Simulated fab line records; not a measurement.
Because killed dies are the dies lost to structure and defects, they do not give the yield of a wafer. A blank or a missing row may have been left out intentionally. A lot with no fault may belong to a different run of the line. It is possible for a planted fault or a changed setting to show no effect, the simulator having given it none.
Split-lot experiment || flow n5_finfet || route with 1938 steps; 7 lots, 21 wafers read

ABOUT THE SPLIT
At N5_BEOL_M11_ETCH_66 (etches SOC in N2/H2, target depth 120 nm, overetch 24 nm, time 180 s), the setting time_s was moved away from the recipe's 180 s on 6 of the 21 wafers read, by -16.4% to +17.6%. This setting was run at the recipe's value on the other wafers.

The split's own step is where the reading is taken.

THE READING
SiARC_of_BEOL_M11_COAT_64.thk_nm (the simulator's own value, which no gauge read), in nm, at N5_BEOL_M11_ETCH_66 (etches SOC in N2/H2, target depth 120 nm, overetch 24 nm, time 180 s). There is no usual value for it anywhere in the file. The 15 wafers here that ran the recipe average 22.8 nm, standard deviation 0.22 nm.

{"wafer": "L074.1", "tool, chamber at the split": "rie_diel-02, 3", "time_s as run, s": 166, "against the recipe": "-7.8%", "SiARC_of_BEOL_M11_COAT_64.thk_nm, nm": 23.2, "against lot-mates on the recipe": "+0.6"}
{"wafer": "L074.2", "tool, chamber at the split": "rie_diel-02, 0", "time_s as run, s": 166, "against the recipe": "-7.8%", "SiARC_of_BEOL_M11_COAT_64.thk_nm, nm": 23.2, "against lot-mates on the recipe": "+0.6"}
{"wafer": "L074.3", "tool, chamber at the split": "rie_diel-02, 2", "time_s as run, s": 180, "against the recipe": "recipe", "SiARC_of_BEOL_M11_COAT_64.thk_nm, nm": 22.6, "against lot-mates on the recipe": "-"}
{"wafer": "L081.1", "tool, chamber at the split": "rie_diel-06, 1", "time_s as run, s": 180, "against the recipe": "recipe", "SiARC_of_BEOL_M11_COAT_64.thk_nm, nm": 22.6, "against lot-mates on the recipe": "-"}
{"wafer": "L081.3", "tool, chamber at the split": "rie_diel-06, 0", "time_s as run, s": 180, "against the recipe": "recipe", "SiARC_of_BEOL_M11_COAT_64.thk_nm, nm": 22.8, "against lot-mates on the recipe": "-"}
{"wafer": "L081.4", "tool, chamber at the split": "rie_diel-06, 2", "time_s as run, s": 180, "against the recipe": "recipe", "SiARC_of_BEOL_M11_COAT_64.thk_nm, nm": 23.4, "against lot-mates on the recipe": "-"}
{"wafer": "L086.3", "tool, chamber at the split": "rie_diel-06, 1", "time_s as run, s": 180, "against the recipe": "recipe", "SiARC_of_BEOL_M11_COAT_64.thk_nm, nm": 22.6, "against lot-mates on the recipe": "-"}
{"wafer": "L086.4", "tool, chamber at the split": "rie_diel-06, 2", "time_s as run, s": 180, "against the recipe": "recipe", "SiARC_of_BEOL_M11_COAT_64.thk_nm, nm": 23, "against lot-mates on the recipe": "-"}
{"wafer": "L086.5", "tool, chamber at the split": "rie_diel-06, 1", "time_s as run, s": 180, "against the recipe": "recipe", "SiARC_of_BEOL_M11_COAT_64.thk_nm, nm": 22.6, "against lot-mates on the recipe": "-"}
{"wafer": "L090.1", "tool, chamber at the split": "rie_diel-02, 1", "time_s as run, s": 180, "against the recipe": "recipe", "SiARC_of_BEOL_M11_COAT_64.thk_nm, nm": 23, "against lot-mates on the recipe": "-"}
{"wafer": "L090.3", "tool, chamber at the split": "rie_diel-02, 0", "time_s as run, s": 180, "against the recipe": "recipe", "SiARC_of_BEOL_M11_COAT_64.thk_nm, nm": 22.8, "against lot-mates on the recipe": "-"}
{"wafer": "L090.4", "tool, chamber at the split": "rie_diel-02, 3", "time_s as run, s": 180, "against the recipe": "recipe", "SiARC_of_BEOL_M11_COAT_64.thk_nm, nm": 23, "against lot-mates on the recipe": "-"}
{"wafer": "L092.3", "tool, chamber at the split": "rie_diel-06, 0", "time_s as run, s": 150.4, "against the recipe": "-16.4%", "SiARC_of_BEOL_M11_COAT_64.thk_nm, nm": 24, "against lot-mates on the recipe": "+1.4"}
{"wafer": "L092.5", "tool, chamber at the split": "rie_diel-06, 2", "time_s as run, s": 150.4, "against the recipe": "-16.4%", "SiARC_of_BEOL_M11_COAT_64.thk_nm, nm": 24.4, "against lot-mates on the recipe": "+1.8"}
{"wafer": "L092.6", "tool, chamber at the split": "rie_diel-06, 3", "time_s as run, s": 180, "against the recipe": "recipe", "SiARC_of_BEOL_M11_COAT_64.thk_nm, nm": 22.6, "against lot-mates on the recipe": "-"}
{"wafer": "L095.3", "tool, chamber at the split": "rie_diel-02, 2", "time_s as run, s": 180, "against the recipe": "recipe", "SiARC_of_BEOL_M11_COAT_64.thk_nm, nm": 22.8, "against lot-mates on the recipe": "-"}
{"wafer": "L095.4", "tool, chamber at the split": "rie_diel-02, 1", "time_s as run, s": 180, "against the recipe": "recipe", "SiARC_of_BEOL_M11_COAT_64.thk_nm, nm": 22.8, "against lot-mates on the recipe": "-"}
{"wafer": "L095.6", "tool, chamber at the split": "rie_diel-02, 1", "time_s as run, s": 180, "against the recipe": "recipe", "SiARC_of_BEOL_M11_COAT_64.thk_nm, nm": 23, "against lot-mates on the recipe": "-"}
{"wafer": "L096.1", "tool, chamber at the split": "rie_diel-06, 1", "time_s as run, s": 211.7, "against the recipe": "+17.6%", "SiARC_of_BEOL_M11_COAT_64.thk_nm, nm": 21.2, "against lot-mates on the recipe": -1.8}
{"wafer": "L096.3", "tool, chamber at the split": "rie_diel-06, 3", "time_s as run, s": 211.7, "against the recipe": "+17.6%", "SiARC_of_BEOL_M11_COAT_64.thk_nm, nm": 21.4, "against lot-mates on the recipe": -1.6}
{"wafer": "L096.4", "tool, chamber at the split": "rie_diel-06, 2", "time_s as run, s": 180, "against the recipe": "recipe", "SiARC_of_BEOL_M11_COAT_64.thk_nm, nm": 23, "against lot-mates on the recipe": "-"}

THE FIT
A straight line over all 21 wafers: SiARC_of_BEOL_M11_COAT_64.thk_nm changes by -0.0819 nm for each +1% of time_s; r = -0.95; the points scatter about the line by 0.23 nm.
The same after taking each lot's own level away (the mean of its wafers on the recipe; 21 wafers): -0.0952 nm for each +1%; r = -0.97; scatter 0.18 nm.
Per that fit: largest time_s move, reading shift of 1.7 nm.
Across the lots, their own levels run from 22.60 to 23.00 nm, a range of 1.8 times the standard deviation given above.
Hence the slope depends on the lot-to-lot level, as the two fits are not the same.
Check: with one of the wafers moved furthest among these (+17.6%) left out of the fit, the line predicts -1.64 nm for it against its lot-mates. Against them it came out at -1.8 nm.

ADDITIONAL SPLITS CARRIED BY THESE WAFERS
Before the reading, these wafers also passed through other splits. Each is held against what the fit with the lots' levels taken away leaves over:
{"other split on the same wafers": "N5_BEOL_M10_ILD_DEP_00 temp_c", "wafers away from the commonest value": 8, "r with SiARC_of_BEOL_M11_COAT_64.thk_nm (lot level and that fit taken away)": -0.17}
{"other split on the same wafers": "N5_BEOL_M11_COAT_63 spin_rpm", "wafers away from the commonest value": 7, "r with SiARC_of_BEOL_M11_COAT_64.thk_nm (lot level and that fit taken away)": -0.10}
{"other split on the same wafers": "N5_BEOL_M11_EXPOSE_25 dose_mj", "wafers away from the commonest value": 8, "r with SiARC_of_BEOL_M11_COAT_64.thk_nm (lot level and that fit taken away)": -0.04}

FILE'S OWN FIT
SiARC_of_BEOL_M11_COAT_64.thk_nm changes by -0.095 nm for each +1% of time_s, r = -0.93.
